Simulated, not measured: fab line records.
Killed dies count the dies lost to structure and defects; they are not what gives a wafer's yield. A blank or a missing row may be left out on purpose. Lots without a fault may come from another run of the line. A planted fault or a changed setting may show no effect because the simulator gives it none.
fab line records / flow nandHarc
record lots=5 wafers=15 lastDay=32
route steps=1302 shown A_STAIRCASE@736 END@1302
lots that met no fault: from a run of the same line without faults
startH: hours from the record's first day to the start of the lot's first wafer shown / waitH: hours elapsed since this lot's preceding step / " identical to the entry in the row above / L1.1+2: several wafers, shown together as one row / - either no value or no given start / * or withheld: withheld / < > ~ a bound
route shown NAME@n: NAME is a module with steps in the file, n the number in the route of the first one / usual: average and standard deviation across the fault-free wafers / same: alike in all rows / chamber/n: place in a boat / sites: the reading at each site / _std_site: the standard deviation of these / _edge_site: the outer-site mean with the inner-site mean subtracted / radiusMm: for every site, how far away it sits from the centre of the wafer / mask NAME#n: copy n / behind: the most recent tool/chamber to have shaped the wafer / hold: why the lot went on hold/how many hours it stayed there/how the hold came to an end / device: the transistor (n, p or np) that didn't switch / end of line: at the end of the route, the tests of the same wafers / a step given without rows: its recipe and nothing more / killed: the dies lost at the first sort to structure and to defects; this is not the yield of the wafer / map: a wafer's dies, x killed, . not, _ none there
set.NAME: setting as actually run; set.NAME@STEP: the setting as run at that earlier step / model.NAME: the simulator's own value behind a step, which no gauge read
lots seen at some steps along the route; tables by step, rows by wafer
services: from which hour (startH, from the record's first day; less than 0 if before it) a tool's chamber was out of use, for how many hours, and why
## steps
# step NHARC_A_STAIRCASE_TRIM_222
# recipe timeS=211.2 o2FlowSccm=500 arFlowSccm=0 biasW=0 chemistry=O2
# usual drypumpMotorCurrentA=5.7/0.36 o2FlowSccm=499.8/1.5 oesProductAu=0.999/0.0087 rfVppV=57.7/0.92 showerheadPlenumPTorr=3.54/0.15 throttleValvePct=17.037/0.0088
lot.wafer=L755.3 tool=rieDiel-06 chamber=2 startH=- waitH=- drypumpMotorCurrentA=5.3 o2FlowSccm=501.2 oesProductAu=0.988 rfHoursCounterH=- rfVppV=57.3 showerheadPlenumPTorr=3.80 throttleValvePct=17.023
lot.wafer=L755.5 tool=rieDiel-06 chamber=2 startH=- waitH=- drypumpMotorCurrentA=5.3 o2FlowSccm=500.1 oesProductAu=0.979 rfHoursCounterH=- rfVppV=59.3 showerheadPlenumPTorr=3.80 throttleValvePct=17.049
lot.wafer=L755.6 tool=rieDiel-06 chamber=3 startH=- waitH=- drypumpMotorCurrentA=5.8 o2FlowSccm=498.7 oesProductAu=0.997 rfHoursCounterH=- rfVppV=57.3 showerheadPlenumPTorr=3.78 throttleValvePct=17.050
lot.wafer=L756.4 tool=rieDiel-01 chamber=0 startH=- waitH=- drypumpMotorCurrentA=5.3 o2FlowSccm=501.0 oesProductAu=0.998 rfHoursCounterH=50 rfVppV=57.2 showerheadPlenumPTorr=3.42 throttleValvePct=17.038
lot.wafer=L756.3 tool=rieDiel-01 chamber=1 startH=- waitH=- drypumpMotorCurrentA=5.6 o2FlowSccm=501.2 oesProductAu=0.986 rfHoursCounterH=52 rfVppV=57.5 showerheadPlenumPTorr=3.58 throttleValvePct=17.046
lot.wafer=L756.6 tool=rieDiel-01 chamber=0 startH=- waitH=- drypumpMotorCurrentA=5.4 o2FlowSccm=500.1 oesProductAu=0.991 rfHoursCounterH=- rfVppV=56.4 showerheadPlenumPTorr=3.42 throttleValvePct=17.043
lot.wafer=L770.3 tool=rieDiel-07 chamber=2 startH=- waitH=- drypumpMotorCurrentA=5.5 o2FlowSccm=500.6 oesProductAu=1.009 rfHoursCounterH=3 rfVppV=57.8 showerheadPlenumPTorr=3.44 throttleValvePct=17.027
lot.wafer=L770.6 tool=rieDiel-07 chamber=0 startH=- waitH=- drypumpMotorCurrentA=5.0 o2FlowSccm=498.3 oesProductAu=1.018 rfHoursCounterH=- rfVppV=59.1 showerheadPlenumPTorr=3.37 throttleValvePct=17.050
lot.wafer=L770.5 tool=rieDiel-07 chamber=1 startH=- waitH=- drypumpMotorCurrentA=5.4 o2FlowSccm=498.4 oesProductAu=1.005 rfHoursCounterH=- rfVppV=58.5 showerheadPlenumPTorr=3.74 throttleValvePct=17.036
lot.wafer=L777.3 tool=rieDiel-06 chamber=0 startH=- waitH=- drypumpMotorCurrentA=6.2 o2FlowSccm=500.0 oesProductAu=1.007 rfHoursCounterH=21 rfVppV=57.2 showerheadPlenumPTorr=3.64 throttleValvePct=17.047
lot.wafer=L777.1 tool=rieDiel-06 chamber=3 startH=- waitH=- drypumpMotorCurrentA=5.9 o2FlowSccm=498.0 oesProductAu=0.993 rfHoursCounterH=25 rfVppV=59.5 showerheadPlenumPTorr=3.73 throttleValvePct=17.026
lot.wafer=L777.5 tool=rieDiel-06 chamber=1 startH=- waitH=- drypumpMotorCurrentA=5.7 o2FlowSccm=500.4 oesProductAu=1.005 rfHoursCounterH=- rfVppV=58.9 showerheadPlenumPTorr=3.70 throttleValvePct=17.034
lot.wafer=L776.3 tool=rieDiel-01 chamber=1 startH=- waitH=- drypumpMotorCurrentA=5.6 o2FlowSccm=497.1 oesProductAu=0.981 rfHoursCounterH=1 rfVppV=57.4 showerheadPlenumPTorr=3.54 throttleValvePct=17.029
lot.wafer=L776.1 tool=rieDiel-01 chamber=0 startH=- waitH=- drypumpMotorCurrentA=5.3 o2FlowSccm=497.9 oesProductAu=0.995 rfHoursCounterH=1 rfVppV=56.1 showerheadPlenumPTorr=3.39 throttleValvePct=17.045
lot.wafer=L776.6 tool=rieDiel-01 chamber=1 startH=- waitH=- drypumpMotorCurrentA=5.6 o2FlowSccm=495.2 oesProductAu=0.986 rfHoursCounterH=- rfVppV=58.1 showerheadPlenumPTorr=3.54 throttleValvePct=17.051
# step NHARC_A_STAIRCASE_ETCH_223
# recipe targetDepthA=1000 timeS=40.5 ionEnergyEv=400 c4f8FlowSccm=20 o2FlowSccm=10 arFlowSccm=withheld rfW=600 biasW=1000 chemistry=C4F8/O2
# step NHARC_A_STAIRCASE_TRIM_224
# recipe timeS=211.2 o2FlowSccm=500 arFlowSccm=0 biasW=0 chemistry=O2
# step NHARC_A_STAIRCASE_ETCH_225
# recipe targetDepthA=1000 timeS=40.5 ionEnergyEv=400 c4f8FlowSccm=20 o2FlowSccm=10 arFlowSccm=withheld rfW=600 biasW=1000 chemistry=C4F8/O2
# step NHARC_A_STAIRCASE_TRIM_226
# recipe timeS=211.2 o2FlowSccm=500 arFlowSccm=0 biasW=0 chemistry=O2
# step NHARC_A_STAIRCASE_ETCH_227
# recipe targetDepthA=1000 timeS=40.5 ionEnergyEv=400 c4f8FlowSccm=20 o2FlowSccm=10 arFlowSccm=withheld rfW=600 biasW=1000 chemistry=C4F8/O2
# usual oesProductAu=0.944/0.01 rfVppV=896/5.4
lot.wafer=L755.3 tool=rieDiel-06 chamber=3 startH=- waitH=- oesProductAu=0.933 rfHoursCounterH=15 rfVppV=905
lot.wafer=L755.6 tool=rieDiel-06 chamber=3 startH=- waitH=- oesProductAu=0.942 rfHoursCounterH=- rfVppV=906
lot.wafer=L755.5 tool=rieDiel-06 chamber=2 startH=- waitH=- oesProductAu=0.926 rfHoursCounterH=- rfVppV=906
lot.wafer=L756.3 tool=rieDiel-01 chamber=2 startH=- waitH=- oesProductAu=0.961 rfHoursCounterH=58 rfVppV=896
lot.wafer=L756.4 tool=rieDiel-01 chamber=0 startH=- waitH=- oesProductAu=0.943 rfHoursCounterH=50 rfVppV=892
lot.wafer=L756.6 tool=rieDiel-01 chamber=2 startH=- waitH=- oesProductAu=0.966 rfHoursCounterH=- rfVppV=896
lot.wafer=L770.3 tool=rieDiel-07 chamber=0 startH=- waitH=- oesProductAu=0.967 rfHoursCounterH=4 rfVppV=889
lot.wafer=L770.6 tool=rieDiel-07 chamber=2 startH=- waitH=- oesProductAu=0.945 rfHoursCounterH=- rfVppV=893
lot.wafer=L770.5 tool=rieDiel-07 chamber=3 startH=- waitH=- oesProductAu=0.937 rfHoursCounterH=- rfVppV=894
lot.wafer=L777.3 tool=rieDiel-06 chamber=0 startH=- waitH=- oesProductAu=0.949 rfHoursCounterH=21 rfVppV=899
lot.wafer=L777.1 tool=rieDiel-06 chamber=2 startH=- waitH=- oesProductAu=0.953 rfHoursCounterH=23 rfVppV=905
lot.wafer=L777.5 tool=rieDiel-06 chamber=0 startH=- waitH=- oesProductAu=0.946 rfHoursCounterH=- rfVppV=900
lot.wafer=L776.3 tool=rieDiel-01 chamber=3 startH=- waitH=- oesProductAu=0.931 rfHoursCounterH=1 rfVppV=888
lot.wafer=L776.1 tool=rieDiel-01 chamber=1 startH=- waitH=- oesProductAu=0.925 rfHoursCounterH=1 rfVppV=895
lot.wafer=L776.6 tool=rieDiel-01 chamber=3 startH=- waitH=- oesProductAu=0.950 rfHoursCounterH=- rfVppV=891
# step NHARC_A_STAIRCASE_TRIM_229
# recipe timeS=211.2 o2FlowSccm=500 arFlowSccm=0 biasW=0 chemistry=O2
# usual drypumpMotorCurrentA=5.6/0.34 o2FlowSccm=499.9/1.4 oesProductAu=0.999/0.011 rfVppV=57.9/0.86 showerheadPlenumPTorr=3.60/0.15 throttleValvePct=17.036/0.0085
lot.wafer=L755.3 tool=rieDiel-06 chamber=1 startH=359.44 waitH=0.2 drypumpMotorCurrentA=5.8 o2FlowSccm=498.6 oesProductAu=1.001 rfHoursCounterH=14 rfVppV=59.3 showerheadPlenumPTorr=3.74 throttleValvePct=17.025
lot.wafer=L755.6 tool=rieDiel-06 chamber=3 startH=359.44 waitH=0.2 drypumpMotorCurrentA=5.8 o2FlowSccm=500.0 oesProductAu=1.006 rfHoursCounterH=- rfVppV=58.5 showerheadPlenumPTorr=3.78 throttleValvePct=17.039
lot.wafer=L755.5 tool=rieDiel-06 chamber=1 startH=359.44 waitH=0.2 drypumpMotorCurrentA=5.8 o2FlowSccm=499.9 oesProductAu=0.999 rfHoursCounterH=- rfVppV=57.4 showerheadPlenumPTorr=3.74 throttleValvePct=17.033
lot.wafer=L756.4 tool=rieDiel-01 chamber=0 startH=372.59 waitH=0.1 drypumpMotorCurrentA=5.4 o2FlowSccm=498.9 oesProductAu=0.986 rfHoursCounterH=50 rfVppV=55.5 showerheadPlenumPTorr=3.42 throttleValvePct=17.029
lot.wafer=L756.3 tool=rieDiel-01 chamber=3 startH=372.59 waitH=0.1 drypumpMotorCurrentA=6.2 o2FlowSccm=499.8 oesProductAu=1.005 rfHoursCounterH=58 rfVppV=58.3 showerheadPlenumPTorr=3.37 throttleValvePct=17.047
lot.wafer=L756.6 tool=rieDiel-01 chamber=1 startH=372.59 waitH=0.1 drypumpMotorCurrentA=5.6 o2FlowSccm=499.2 oesProductAu=0.971 rfHoursCounterH=- rfVppV=56.5 showerheadPlenumPTorr=3.58 throttleValvePct=17.038
lot.wafer=L770.3 tool=rieDiel-07 chamber=2 startH=496.64 waitH=0.1 drypumpMotorCurrentA=5.5 o2FlowSccm=500.2 oesProductAu=0.998 rfHoursCounterH=4 rfVppV=59.4 showerheadPlenumPTorr=3.44 throttleValvePct=17.046
lot.wafer=L770.5 tool=rieDiel-07 chamber=0 startH=496.64 waitH=0.1 drypumpMotorCurrentA=5.0 o2FlowSccm=497.0 oesProductAu=1.022 rfHoursCounterH=- rfVppV=59.4 showerheadPlenumPTorr=3.37 throttleValvePct=17.044
lot.wafer=L770.6 tool=rieDiel-07 chamber=1 startH=496.64 waitH=0.1 drypumpMotorCurrentA=5.3 o2FlowSccm=501.1 oesProductAu=1.016 rfHoursCounterH=- rfVppV=57.7 showerheadPlenumPTorr=3.74 throttleValvePct=17.025
lot.wafer=L777.1 tool=rieDiel-01 chamber=2 startH=572.98 waitH=0.1 drypumpMotorCurrentA=5.9 o2FlowSccm=500.9 oesProductAu=0.986 rfHoursCounterH=0 rfVppV=58.5 showerheadPlenumPTorr=3.48 throttleValvePct=17.034
lot.wafer=L777.3 tool=rieDiel-01 chamber=3 startH=572.98 waitH=0.1 drypumpMotorCurrentA=6.2 o2FlowSccm=501.3 oesProductAu=0.986 rfHoursCounterH=0 rfVppV=57.6 showerheadPlenumPTorr=3.33 throttleValvePct=17.025
lot.wafer=L777.5 tool=rieDiel-01 chamber=2 startH=572.98 waitH=0.1 drypumpMotorCurrentA=6.0 o2FlowSccm=499.7 oesProductAu=0.989 rfHoursCounterH=- rfVppV=57.7 showerheadPlenumPTorr=3.48 throttleValvePct=17.027
lot.wafer=L776.1 tool=rieDiel-06 chamber=2 startH=578.01 waitH=0.1 drypumpMotorCurrentA=5.3 o2FlowSccm=501.0 oesProductAu=0.988 rfHoursCounterH=24 rfVppV=57.4 showerheadPlenumPTorr=3.75 throttleValvePct=17.044
lot.wafer=L776.3 tool=rieDiel-06 chamber=0 startH=578.01 waitH=0.1 drypumpMotorCurrentA=6.2 o2FlowSccm=501.3 oesProductAu=1.006 rfHoursCounterH=22 rfVppV=57.8 showerheadPlenumPTorr=3.64 throttleValvePct=17.029
lot.wafer=L776.6 tool=rieDiel-06 chamber=2 startH=578.01 waitH=0.1 drypumpMotorCurrentA=5.3 o2FlowSccm=502.5 oesProductAu=0.991 rfHoursCounterH=- rfVppV=57.9 showerheadPlenumPTorr=3.75 throttleValvePct=17.032
# step NHARC_A_STAIRCASE_ETCH_230
# recipe targetDepthA=1000 timeS=40.5 ionEnergyEv=400 c4f8FlowSccm=20 o2FlowSccm=10 arFlowSccm=withheld rfW=600 biasW=1000 chemistry=C4F8/O2
# step NHARC_A_STAIRCASE_TRIM_231
# recipe timeS=211.2 o2FlowSccm=500 arFlowSccm=0 biasW=0 chemistry=O2
# step NHARC_A_STAIRCASE_ETCH_232
# recipe targetDepthA=1000 timeS=40.5 ionEnergyEv=400 c4f8FlowSccm=20 o2FlowSccm=10 arFlowSccm=withheld rfW=600 biasW=1000 chemistry=C4F8/O2
# usual oesProductAu=0.946/0.016 rfVppV=898/5.5
lot.wafer=L755.3 tool=rieDiel-07 chamber=0 startH=361.69 waitH=- oesProductAu=1.014 rfHoursCounterH=23 rfVppV=890
lot.wafer=L755.5 tool=rieDiel-07 chamber=2 startH=361.69 waitH=- oesProductAu=0.986 rfHoursCounterH=- rfVppV=894
lot.wafer=L755.6 tool=rieDiel-07 chamber=3 startH=361.69 waitH=- oesProductAu=0.997 rfHoursCounterH=- rfVppV=894
lot.wafer=L756.4 tool=rieDiel-01 chamber=1 startH=- waitH=- oesProductAu=0.937 rfHoursCounterH=52 rfVppV=899
lot.wafer=L756.3 tool=rieDiel-01 chamber=2 startH=- waitH=- oesProductAu=0.969 rfHoursCounterH=58 rfVppV=897
lot.wafer=L756.6 tool=rieDiel-01 chamber=0 startH=- waitH=- oesProductAu=0.940 rfHoursCounterH=- rfVppV=892
lot.wafer=L770.3 tool=rieDiel-07 chamber=0 startH=- waitH=- oesProductAu=0.965 rfHoursCounterH=4 rfVppV=890
lot.wafer=L770.5 tool=rieDiel-07 chamber=2 startH=- waitH=- oesProductAu=0.949 rfHoursCounterH=- rfVppV=893
lot.wafer=L770.6 tool=rieDiel-07 chamber=3 startH=- waitH=- oesProductAu=0.964 rfHoursCounterH=- rfVppV=892
lot.wafer=L777.1 tool=rieDiel-01 chamber=2 startH=- waitH=- oesProductAu=0.952 rfHoursCounterH=1 rfVppV=895
lot.wafer=L777.3 tool=rieDiel-01 chamber=1 startH=- waitH=- oesProductAu=0.954 rfHoursCounterH=0 rfVppV=897
lot.wafer=L777.5 tool=rieDiel-01 chamber=2 startH=- waitH=- oesProductAu=0.950 rfHoursCounterH=- rfVppV=894
lot.wafer=L776.3 tool=rieDiel-06 chamber=0 startH=- waitH=- oesProductAu=0.939 rfHoursCounterH=22 rfVppV=900
lot.wafer=L776.1 tool=rieDiel-06 chamber=3 startH=- waitH=- oesProductAu=0.935 rfHoursCounterH=25 rfVppV=903
lot.wafer=L776.6 tool=rieDiel-06 chamber=0 startH=- waitH=- oesProductAu=0.941 rfHoursCounterH=- rfVppV=900
# step NHARC_A_STAIRCASE_TRIM_233
# recipe timeS=211.2 o2FlowSccm=500 arFlowSccm=0 biasW=0 chemistry=O2
# usual drypumpMotorCurrentA=5.7/0.36 o2FlowSccm=500.0/1.5 oesProductAu=1.000/0.011 rfVppV=57.8/0.88 showerheadPlenumPTorr=3.58/0.15 throttleValvePct=17.037/0.0093
lot.wafer=L755.3 tool=rieDiel-07 chamber=0 startH=- waitH=- drypumpMotorCurrentA=5.0 o2FlowSccm=502.0 oesProductAu=1.006 rfHoursCounterH=23 rfVppV=57.2 showerheadPlenumPTorr=3.39 throttleValvePct=17.035
lot.wafer=L755.5 tool=rieDiel-07 chamber=3 startH=- waitH=- drypumpMotorCurrentA=5.8 o2FlowSccm=499.6 oesProductAu=0.991 rfHoursCounterH=- rfVppV=56.5 showerheadPlenumPTorr=3.47 throttleValvePct=17.020
lot.wafer=L755.6 tool=rieDiel-07 chamber=0 startH=- waitH=- drypumpMotorCurrentA=5.0 o2FlowSccm=500.0 oesProductAu=1.007 rfHoursCounterH=- rfVppV=56.5 showerheadPlenumPTorr=3.39 throttleValvePct=17.036
lot.wafer=L756.3 tool=rieDiel-01 chamber=0 startH=- waitH=- drypumpMotorCurrentA=5.4 o2FlowSccm=501.2 oesProductAu=0.997 rfHoursCounterH=51 rfVppV=56.4 showerheadPlenumPTorr=3.42 throttleValvePct=17.041
lot.wafer=L756.4 tool=rieDiel-01 chamber=1 startH=- waitH=- drypumpMotorCurrentA=5.6 o2FlowSccm=500.2 oesProductAu=0.979 rfHoursCounterH=52 rfVppV=57.4 showerheadPlenumPTorr=3.58 throttleValvePct=17.045
lot.wafer=L756.6 tool=rieDiel-01 chamber=2 startH=- waitH=- drypumpMotorCurrentA=6.0 o2FlowSccm=498.7 oesProductAu=1.008 rfHoursCounterH=- rfVppV=56.7 showerheadPlenumPTorr=3.53 throttleValvePct=17.047
lot.wafer=L770.3 tool=rieDiel-07 chamber=0 startH=- waitH=- drypumpMotorCurrentA=5.0 o2FlowSccm=501.6 oesProductAu=1.010 rfHoursCounterH=4 rfVppV=56.6 showerheadPlenumPTorr=3.37 throttleValvePct=17.046
lot.wafer=L770.6 tool=rieDiel-07 chamber=2 startH=- waitH=- drypumpMotorCurrentA=5.5 o2FlowSccm=500.2 oesProductAu=0.986 rfHoursCounterH=- rfVppV=56.2 showerheadPlenumPTorr=3.44 throttleValvePct=17.045
lot.wafer=L770.5 tool=rieDiel-07 chamber=3 startH=- waitH=- drypumpMotorCurrentA=5.8 o2FlowSccm=500.6 oesProductAu=1.002 rfHoursCounterH=- rfVppV=56.3 showerheadPlenumPTorr=3.45 throttleValvePct=17.022
lot.wafer=L777.1 tool=rieDiel-01 chamber=1 startH=- waitH=- drypumpMotorCurrentA=5.6 o2FlowSccm=501.6 oesProductAu=0.981 rfHoursCounterH=1 rfVppV=57.8 showerheadPlenumPTorr=3.54 throttleValvePct=17.036
lot.wafer=L777.3 tool=rieDiel-01 chamber=0 startH=- waitH=- drypumpMotorCurrentA=5.3 o2FlowSccm=498.5 oesProductAu=0.975 rfHoursCounterH=0 rfVppV=57.3 showerheadPlenumPTorr=3.39 throttleValvePct=17.022
lot.wafer=L777.5 tool=rieDiel-01 chamber=2 startH=- waitH=- drypumpMotorCurrentA=6.0 o2FlowSccm=499.7 oesProductAu=0.988 rfHoursCounterH=- rfVppV=57.4 showerheadPlenumPTorr=3.48 throttleValvePct=17.037
lot.wafer=L776.1 tool=rieDiel-06 chamber=1 startH=- waitH=- drypumpMotorCurrentA=5.8 o2FlowSccm=500.3 oesProductAu=1.008 rfHoursCounterH=21 rfVppV=58.4 showerheadPlenumPTorr=3.70 throttleValvePct=17.049
lot.wafer=L776.3 tool=rieDiel-06 chamber=2 startH=- waitH=- drypumpMotorCurrentA=5.3 o2FlowSccm=497.6 oesProductAu=0.995 rfHoursCounterH=24 rfVppV=60.0 showerheadPlenumPTorr=3.75 throttleValvePct=17.051
lot.wafer=L776.6 tool=rieDiel-06 chamber=3 startH=- waitH=- drypumpMotorCurrentA=5.9 o2FlowSccm=502.1 oesProductAu=0.994 rfHoursCounterH=- rfVppV=58.6 showerheadPlenumPTorr=3.73 throttleValvePct=17.025
# step NHARC_A_STAIRCASE_ETCH_234
# recipe targetDepthA=1000 timeS=40.5 ionEnergyEv=400 c4f8FlowSccm=20 o2FlowSccm=10 arFlowSccm=withheld rfW=600 biasW=1000 chemistry=C4F8/O2
# usual oesProductAu=0.944/0.011 rfVppV=898/5.6
lot.wafer=L755.3 tool=rieDiel-07 chamber=3 startH=361.92 waitH=- oesProductAu=0.955 rfHoursCounterH=24 rfVppV=894
lot.wafer=L755.6 tool=rieDiel-07 chamber=2 startH=361.92 waitH=- oesProductAu=0.964 rfHoursCounterH=- rfVppV=893
lot.wafer=L755.5 tool=rieDiel-07 chamber=3 startH=361.92 waitH=- oesProductAu=0.960 rfHoursCounterH=- rfVppV=895
lot.wafer=L756.3 tool=rieDiel-01 chamber=3 startH=373.27 waitH=- oesProductAu=0.941 rfHoursCounterH=58 rfVppV=891
lot.wafer=L756.4 tool=rieDiel-01 chamber=0 startH=373.27 waitH=- oesProductAu=0.931 rfHoursCounterH=51 rfVppV=892
lot.wafer=L756.6 tool=rieDiel-01 chamber=2 startH=373.27 waitH=- oesProductAu=0.939 rfHoursCounterH=- rfVppV=896
lot.wafer=L770.3 tool=rieDiel-07 chamber=1 startH=497.26 waitH=- oesProductAu=0.965 rfHoursCounterH=4 rfVppV=904
lot.wafer=L770.5 tool=rieDiel-07 chamber=0 startH=497.26 waitH=- oesProductAu=0.975 rfHoursCounterH=- rfVppV=889
lot.wafer=L770.6 tool=rieDiel-07 chamber=1 startH=497.26 waitH=- oesProductAu=0.958 rfHoursCounterH=- rfVppV=905
lot.wafer=L777.3 tool=rieDiel-01 chamber=2 startH=573.62 waitH=- oesProductAu=0.940 rfHoursCounterH=1 rfVppV=896
lot.wafer=L777.1 tool=rieDiel-01 chamber=3 startH=573.62 waitH=- oesProductAu=0.951 rfHoursCounterH=0 rfVppV=887
lot.wafer=L777.5 tool=rieDiel-01 chamber=1 startH=573.62 waitH=- oesProductAu=0.926 rfHoursCounterH=- rfVppV=897
lot.wafer=L776.3 tool=rieDiel-06 chamber=2 startH=578.65 waitH=- oesProductAu=0.929 rfHoursCounterH=24 rfVppV=904
lot.wafer=L776.1 tool=rieDiel-06 chamber=0 startH=578.65 waitH=- oesProductAu=0.941 rfHoursCounterH=22 rfVppV=901
lot.wafer=L776.6 tool=rieDiel-06 chamber=1 startH=578.65 waitH=- oesProductAu=0.954 rfHoursCounterH=- rfVppV=902
# step NHARC_A_STAIRCASE_TRIM_235
# recipe timeS=211.2 o2FlowSccm=500 arFlowSccm=0 biasW=0 chemistry=O2
# step NHARC_A_STAIRCASE_ETCH_236
# recipe targetDepthA=1000 timeS=40.5 ionEnergyEv=400 c4f8FlowSccm=20 o2FlowSccm=10 arFlowSccm=withheld rfW=600 biasW=1000 chemistry=C4F8/O2
# step NHARC_A_STAIRCASE_STRIP_238
# recipe powerW=1500 tempC=250 chemistry=O2
# step NHARC_A_STAIRCASE_STRIP_239
# recipe timeS=900 tempC=130 chemistry=SPM
# step NHARC_A_STAIRCASE_PRECLEAN_240
# recipe timeS=* tempC=50 bathAgeMin=0 chemistry=SC1
# step NHARC_A_STAIRCASE_SRD_241
# step NHARC_A_STAIRCASE_DEHYDRATE_242
# recipe tempC=150 timeS=120
# step NHARC_A_STAIRCASE_HMDS_243
# recipe timeS=30
# step NHARC_A_STAIRCASE_COAT_244
# recipe spinRpm=1200
# step NHARC_A_STAIRCASE_SOFTBAKE_245
# recipe tempC=135 timeS=170
# step NHARC_A_STAIRCASE_EBR_246
# step NHARC_A_STAIRCASE_EXPOSE_247
# recipe na=0.5 doseMj=25.34 maskId=SDS_1
# step NHARC_A_STAIRCASE_PEB_248
# recipe pebTempC=115 pebTimeS=130
# step NHARC_A_STAIRCASE_DEVELOP_249
# recipe timeS=140
# step NHARC_A_STAIRCASE_HARDBAKE_251
# recipe tempC=120 timeS=140
# step NHARC_A_STAIRCASE_DESCUM_252
# recipe timeS=3 o2FlowSccm=200 arFlowSccm=0 biasPowerW=0 chemistry=O2
# step NHARC_A_STAIRCASE_ETCH_253
# recipe targetDepthA=500 timeS=20.2 ionEnergyEv=400 c4f8FlowSccm=20 o2FlowSccm=10 arFlowSccm=withheld rfW=600 biasW=1000 chemistry=C4F8/O2
# step NHARC_A_STAIRCASE_STRIP_254
# recipe powerW=1500 tempC=250 chemistry=O2
# step NHARC_A_STAIRCASE_STRIP_255
# recipe timeS=900 tempC=130 chemistry=SPM
# step NHARC_A_STAIRCASE_PRECLEAN_256
# recipe timeS=* tempC=50 bathAgeMin=0 chemistry=SC1
# step NHARC_A_STAIRCASE_SRD_257
# step NHARC_A_STAIRCASE_HM_DEP_456
# recipe targetThkA=31000 tempC=400 material=aC
# step NHARC_A_STAIRCASE_DEP_259
# recipe targetThkA=300 targetThkNm=30 tempC=400 pressureTorr=3.5 flowSccm=200 rfW=350 material=SiON
# step NHARC_A_STAIRCASE_DEHYDRATE_260
# recipe tempC=150 timeS=120
# step NHARC_A_STAIRCASE_HMDS_261
# recipe timeS=30
# step NHARC_A_STAIRCASE_COAT_262
# recipe spinRpm=1200
# step NHARC_A_STAIRCASE_SOFTBAKE_263
# recipe tempC=135 timeS=170
# step NHARC_END_SORT_01
# recipe tempC=25
# usual killedAtArray=55/15 killedAtOther=1.0/1.2 killedAtPeriphery=3.4/2.2 killedDies=59/15 killedOpen=3.2/2 killedShort=2.5/1.7
# same grossDies=677
lot.wafer=L770.5 tool=prober-02 chamber=0 startH=699.64 waitH=3.7 killedAtArray=104 killedAtOther=1 killedAtPeriphery=5 killedDies=110 killedOpen=3 killedShort=3
# killed by level:class
L770.5 A_STAIRCASE:unspecified=71 A_CHANNEL_HOLE_D1:chamberFilmFlake=20 P_GATE:chamberFilmFlake=3 A_CONTACT:chamberFilmFlake=3 A_CHANNEL_HOLE_D2:chamberFilmFlake=2 A_CHANNEL_FILL_D2:chamberFilmFlake=2 P_GATE:geometricParticle:short=1 P_GATE:geometricParticle:open=1
# map L770.5 (x killed, . not)
____________.____________
_________......._________
_______.....x...x._______
______...x..x..x...______
_____..x.x..xx....x._____
____.....xxxxx..x....____
____.....xxxxxx......____
___.....xxxxxx...x....___
___..x.xxxxxxxx.x.....___
__.......xxxxxx........__
__....x.xxxxxxxx.......__
_.....x.xxxxxxxxx......._
_......x.xxxxxxxx......._
_........xxxxxx.x......._
_......x.xxxxxx........._
_........xxxxxx........._
.........xxxx............
.........x...............
...x.....x....x..........
x.......x................
.........................
_...x......x............_
_......................._
_......................._
_....x.................._
_......................._
__.....................__
__.....................__
___..................x___
___...........x..x....___
____.................____
____..........x......____
_____..............._____
______.............______
_______..........._______
_________......._________
____________.____________
# map L755.6 (x killed, . not)
____________.____________
_________..xx..._________
_______..xxxx....._______
______...x.........______
_____........x......_____
____.....xxxxx.......____
____..x..xxx.........____
___......xxxx.........___
___......xxxxx........___
__......xxxxxx.........__
__......xxx............__
_.x.......x............._
_x..........x..........._
_......................._
_........x.............._
_.............x.x...x..._
..................x......
..................x......
.........................
.........................
...............x.x.......
_......................._
_................x......_
_.............x........._
_......................._
_...x...........x......._
__x....................__
__.....................__
___...............x...___
___...xx..........x...___
____..x..........x...____
____.................____
_____x.....x........_____
______x..x.....x...______
_______xxx....x..._______
_________x......_________
____________.____________
## services
tool=rieDiel-06 chamber=0 startH=334.55 hours=28.5 kind=repair
tool=rieDiel-01 chamber=0 startH=337.93 hours=- kind=clean
tool=rieDiel-01 chamber=1 startH=337.93 hours=- kind=clean
tool=rieDiel-01 chamber=2 startH=337.93 hours=- kind=clean
tool=rieDiel-01 chamber=3 startH=337.93 hours=- kind=clean
tool=rieDiel-01 chamber=0 startH=349.82 hours=14.4 kind=repair
tool=rieDiel-06 chamber=1 startH=352.26 hours=5.6 kind=repair
tool=rieDiel-06 chamber=- startH=361.47 hours=1.0 kind=repair
tool=rieDiel-01 chamber=1 startH=362.43 hours=- kind=clean
tool=rieDiel-01 chamber=2 startH=362.43 hours=- kind=clean
tool=rieDiel-01 chamber=3 startH=362.43 hours=- kind=clean
tool=rieDiel-07 chamber=2 startH=364.79 hours=12.7 kind=repair
tool=rieDiel-01 chamber=- startH=383.18 hours=9.0 kind=pm
tool=rieDiel-01 chamber=0 startH=383.18 hours=9.0 kind=ventCycle
tool=rieDiel-01 chamber=1 startH=383.18 hours=9.0 kind=ventCycle
tool=rieDiel-01 chamber=2 startH=383.18 hours=9.0 kind=ventCycle
tool=rieDiel-01 chamber=0 startH=397.08 hours=3.2 kind=repair
tool=rieDiel-07 chamber=2 startH=418.06 hours=6.2 kind=repair
tool=rieDiel-07 chamber=1 startH=455.72 hours=4.9 kind=repair
tool=rieDiel-07 chamber=- startH=473.83 hours=9.0 kind=pm
tool=rieDiel-06 chamber=- startH=493.45 hours=9.0 kind=pm
tool=rieDiel-07 chamber=0 startH=521.78 hours=16.0 kind=repair
tool=rieDiel-07 chamber=2 startH=548.44 hours=31.2 kind=repair
tool=rieDiel-01 chamber=- startH=560.43 hours=9.0 kind=pm
## key
firstSign step=NHARC_END_SORT_01 reading=killedDies direction=up sigmas=3.4 usual=59 struck=110
effect step=NHARC_END_SORT_01 reading=killedAtArray direction=up sigmas=3.3 usual=55 struck=104
moreKillsBornAt NHARC_A_STAIRCASE_ETCH_234@rieDiel-07=71
metAt NHARC_A_STAIRCASE_ETCH_234
struckWafers L770.5
testerLeftOut L770
fault kind=chamberParticleSource tool=rieDiel-07 chamber=0 onsetH=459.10 steps=NHARC_A_STAIRCASE_ETCH_234 ratePerVisitCm2=0.64702 endH=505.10
# testerLeftOut: of these lots the tester's yield and bins aren't shown, on N5 and GAA mostly nor the transistor test; their killed dies are dies lost to structure and defects alone, not to doping, threshold or leakage, so they don't give the yield
